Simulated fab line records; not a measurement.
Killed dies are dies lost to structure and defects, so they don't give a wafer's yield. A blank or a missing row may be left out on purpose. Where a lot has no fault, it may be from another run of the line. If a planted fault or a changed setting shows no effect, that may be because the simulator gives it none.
Matching of chambers / flow n5 finfet / rie diel-01 running N5_DUMMY_GATE_STRIP_41: 4 sister chambers
The step strips in O2. 4 wafers are shown with their chamber, then 9 later ones without.

## WAFERS WITH THEIR CHAMBER
wafer=L082.5; chamber=0; showerhead plenum p Torr (Torr)=1.95
wafer=L082.6; chamber=3; showerhead plenum p Torr (Torr)=2.07
wafer=L084.5; chamber=2; showerhead plenum p Torr (Torr)=2.10
wafer=L084.6; chamber=1; showerhead plenum p Torr (Torr)=2.17

## WAFERS WITH NO CHAMBER GIVEN
wafer=L085.2; showerhead plenum p Torr (Torr)=1.95
wafer=L085.3; showerhead plenum p Torr (Torr)=2.17
wafer=L085.4; showerhead plenum p Torr (Torr)=2.07
wafer=L087.2; showerhead plenum p Torr (Torr)=2.07
wafer=L087.4; showerhead plenum p Torr (Torr)=2.17
wafer=L087.6; showerhead plenum p Torr (Torr)=2.10
wafer=L093.1; showerhead plenum p Torr (Torr)=2.17
wafer=L093.2; showerhead plenum p Torr (Torr)=1.94
wafer=L093.5; showerhead plenum p Torr (Torr)=2.17

## EACH ONE'S CHAMBER
wafer=L085.2; from the rows above=0; in truth=0
wafer=L085.3; from the rows above=1; in truth=1
wafer=L085.4; from the rows above=3; in truth=3
wafer=L087.2; from the rows above=3; in truth=3
wafer=L087.4; from the rows above=1; in truth=1
wafer=L087.6; from the rows above=2; in truth=2
wafer=L093.1; from the rows above=1; in truth=1
wafer=L093.2; from the rows above=0; in truth=0
wafer=L093.5; from the rows above=1; in truth=1
9 of 9 placed correctly. Number that these rows cannot place: 0. Wrongly placed: 0.
How it was worked out, from the rows above alone: a wafer's distance from a chamber is the root of the sum, over the readings, of the square of ((its reading less the chamber's mean) divided by the reading's scatter). The wafer belongs to the nearest chamber; if the next one is less than 2 further off, it can't be placed. Each chamber's mean is taken over the wafers shown for it. The scatter: root of mean squared gap, hidden wafer to nearest shown wafer, with one shown wafer a chamber.
